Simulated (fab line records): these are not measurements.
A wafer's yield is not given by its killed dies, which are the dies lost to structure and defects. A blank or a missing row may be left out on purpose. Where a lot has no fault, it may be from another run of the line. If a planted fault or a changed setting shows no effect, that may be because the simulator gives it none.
Matching of chambers || flow nand-harc || 3 sister chambers for NHARC_P_M0_PRE_CLEAN_31 on pecvd-04
The step time 12 s. 14 wafers are shown with their chamber, then 7 later ones without.

## WAFERS WITH THEIR CHAMBER
{"wafer": "L075.1", "chamber": 0, "heater-power-w (W)": 606, "heater-power-outer-w (W)": 375}
{"wafer": "L075.2", "chamber": 1, "heater-power-w (W)": 569, "heater-power-outer-w (W)": 320}
{"wafer": "L075.4", "chamber": 0, "heater-power-w (W)": 623, "heater-power-outer-w (W)": 368}
{"wafer": "L077.1", "chamber": 1, "heater-power-w (W)": 679, "heater-power-outer-w (W)": 386}
{"wafer": "L077.2", "chamber": 2, "heater-power-w (W)": 683, "heater-power-outer-w (W)": 394}
{"wafer": "L077.3", "chamber": 0, "heater-power-w (W)": 547, "heater-power-outer-w (W)": 312}
{"wafer": "L079.4", "chamber": 2, "heater-power-w (W)": 626, "heater-power-outer-w (W)": 347}
{"wafer": "L079.5", "chamber": 0, "heater-power-w (W)": 600, "heater-power-outer-w (W)": 333}
{"wafer": "L079.6", "chamber": 1, "heater-power-w (W)": 691, "heater-power-outer-w (W)": 410}
{"wafer": "L082.2", "chamber": 1, "heater-power-w (W)": 634, "heater-power-outer-w (W)": 371}
{"wafer": "L082.5", "chamber": 0, "heater-power-w (W)": 621, "heater-power-outer-w (W)": 351}
{"wafer": "L082.6", "chamber": 1, "heater-power-w (W)": 639, "heater-power-outer-w (W)": 377}
{"wafer": "L085.2", "chamber": 0, "heater-power-w (W)": 612, "heater-power-outer-w (W)": 368}
{"wafer": "L085.3", "chamber": 1, "heater-power-w (W)": 683, "heater-power-outer-w (W)": 417}

SIGNATURES (averages over the wafers above)
{"reading": "heater-power-w", "chamber 0": 601.50, "chamber 1": 649.17, "chamber 2": 654.50, "scatter within a chamber": 38.3}
{"reading": "heater-power-outer-w", "chamber 0": 351.17, "chamber 1": 380.17, "chamber 2": 370.50, "scatter within a chamber": 30.3}
Rule: a wafer's distance from a chamber is the root of the sum, over the readings, of the square of ((its reading less the chamber's mean) divided by the reading's scatter). The wafer belongs to the nearest chamber; if the next one is less than 2 further off, it can't be placed. How the scatter is found: for the shown wafers, subtract from each reading the mean of its chamber, square and add these, divide the total by (wafers less chambers), then take the root.

## WAFERS WITHOUT THEIR CHAMBER
{"wafer": "L085.4", "heater-power-w (W)": 681, "heater-power-outer-w (W)": 401}
{"wafer": "L093.1", "heater-power-w (W)": 612, "heater-power-outer-w (W)": 338}
{"wafer": "L093.3", "heater-power-w (W)": 718, "heater-power-outer-w (W)": 428}
{"wafer": "L093.5", "heater-power-w (W)": 588, "heater-power-outer-w (W)": 350}
{"wafer": "L095.1", "heater-power-w (W)": 631, "heater-power-outer-w (W)": 370}
{"wafer": "L095.4", "heater-power-w (W)": 716, "heater-power-outer-w (W)": 389}
{"wafer": "L095.5", "heater-power-w (W)": 654, "heater-power-outer-w (W)": 365}

## WHICH CHAMBER EACH ONE RAN IN
{"wafer": "L085.4", "from the rows above": "can't be placed: 1 or 2 or 0", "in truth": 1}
{"wafer": "L093.1", "from the rows above": "can't be placed: 0 or 2 or 1", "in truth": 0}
{"wafer": "L093.3", "from the rows above": "can't be placed: 1 or 2 or 0", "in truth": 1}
{"wafer": "L093.5", "from the rows above": "can't be placed: 0 or 2 or 1", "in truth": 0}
{"wafer": "L095.1", "from the rows above": "can't be placed: 1 or 2 or 0", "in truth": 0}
{"wafer": "L095.4", "from the rows above": "can't be placed: 2 or 1 or 0", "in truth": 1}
{"wafer": "L095.5", "from the rows above": "can't be placed: 2 or 1 or 0", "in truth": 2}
0 of 7 placed correctly. Cannot be placed on the basis of these rows: 7; the candidates contain the true chamber in 7. Placed wrongly: 0.
